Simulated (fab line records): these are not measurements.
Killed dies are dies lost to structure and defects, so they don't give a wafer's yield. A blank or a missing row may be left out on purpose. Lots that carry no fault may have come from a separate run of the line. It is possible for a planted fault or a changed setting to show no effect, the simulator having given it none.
The same fault as seen by 2 desks | flow n5Finfet | each desk has only its own numbers; what lay behind them comes last

## AT THE TOOL OWNER'S DESK: aldSin-03
The tool's own readings at N5_BEOL_M1_ALD_98 (deposits SiO2, target thk 2.5 nm, pulse time 1 s, co reactant pulse time 1 s): means of the sampled wafers that have a number, for each lot that ran on this tool. The brackets show how far a lot's mean lies from the usual mean; more than 4 standard deviations puts the lot out of limits, marked OUT.
Columns: A = heaterPowerOuterW at N5_BEOL_M1_ALD_98, usual 38 W; B = heaterPowerW at N5_BEOL_M1_ALD_98, usual 74 W; C = precursorPulseHeightRel at N5_BEOL_M1_ALD_98, usual 1.001
lot  | first seen here | A  | B  | C
L534 | day 7 08:53     | 39 | 78 | 0.981
L536 | day 8 00:31     | 40 | 75 | 1.023
L539 | day 8 13:17     | 40 | 77 | 1.013
L540 | day 8 19:20     | 40 | 80 | 0.990
L541 | day 9 05:36     | 38 | 72 | 0.990
This desk's finding: nothing out of limits on any of the 5 lots.

## AT THE METROLOGY DESK
Lot by lot, what the gauges showed, no matter which tool ran the lot: averages of those sampled wafers that carry a number. The brackets show how far a lot's mean lies from the usual mean; more than 4 standard deviations puts the lot out of limits, marked OUT. It has 11 readings; the 7 that lie furthest out on some lot are the ones shown.
Columns: A = cdNm at N5_BEOL_M1_CD_MEAS_18, usual 18.0 nm; B = DIBL_N at N5_BEOL_M4_RC_MEAS_101, usual 36.2 mV/V; C = DIBL_P at N5_BEOL_M4_RC_MEAS_101, usual 36.5 mV/V; D = ION_N at N5_BEOL_M4_RC_MEAS_101, usual 675 uA/um; E = ION_P at N5_BEOL_M4_RC_MEAS_101, usual 464 uA/um; F = SS_N at N5_BEOL_M4_RC_MEAS_101, usual 71.5 mV/dec; G = VT_P at N5_BEOL_M4_RC_MEAS_101, usual -250 mV
lot  | first seen here | A    | B    | C    | D   | E   | F    | G
L534 | day 7 08:19     | 18.2 | 37.0 | 36.2 | 667 | 456 | 70.7 | -250
L536 | day 7 23:48     | 18.2 | 35.3 | 35.8 | 674 | 467 | 71.6 | -248
L539 | day 8 12:35     | 18.4 | 34.8 | 34.9 | 675 | 466 | 71.1 | -252
L540 | day 8 17:34     | 17.7 | 35.5 | 36.0 | 677 | 463 | 70.9 | -250
L541 | day 9 04:47     | 18.0 | 35.8 | 35.8 | 665 | 451 | 70.9 | -254
L547 | day 11 03:52    | 18.5 | 37.2 | 37.5 | 698 | 477 | 71.8 | -248
L549 | day 11 08:00    | 18.3 | 37.7 | 36.3 | 666 | 464 | 72.3 | -247
L551 | day 11 20:02    | 17.7 | 34.0 | 34.2 | 672 | 471 | 70.9 | -249
L552 | day 11 20:17    | 17.8 | 36.9 | 36.8 | 677 | 467 | 72.2 | -248
This desk's finding: nothing out of limits on any of the 9 lots.

## TAKEN TOGETHER
The tool owner's desk saw nothing out of limits.
Metrology desk: nothing out of limits seen.

## WHAT WAS PUT IN BY THE SIMULATOR
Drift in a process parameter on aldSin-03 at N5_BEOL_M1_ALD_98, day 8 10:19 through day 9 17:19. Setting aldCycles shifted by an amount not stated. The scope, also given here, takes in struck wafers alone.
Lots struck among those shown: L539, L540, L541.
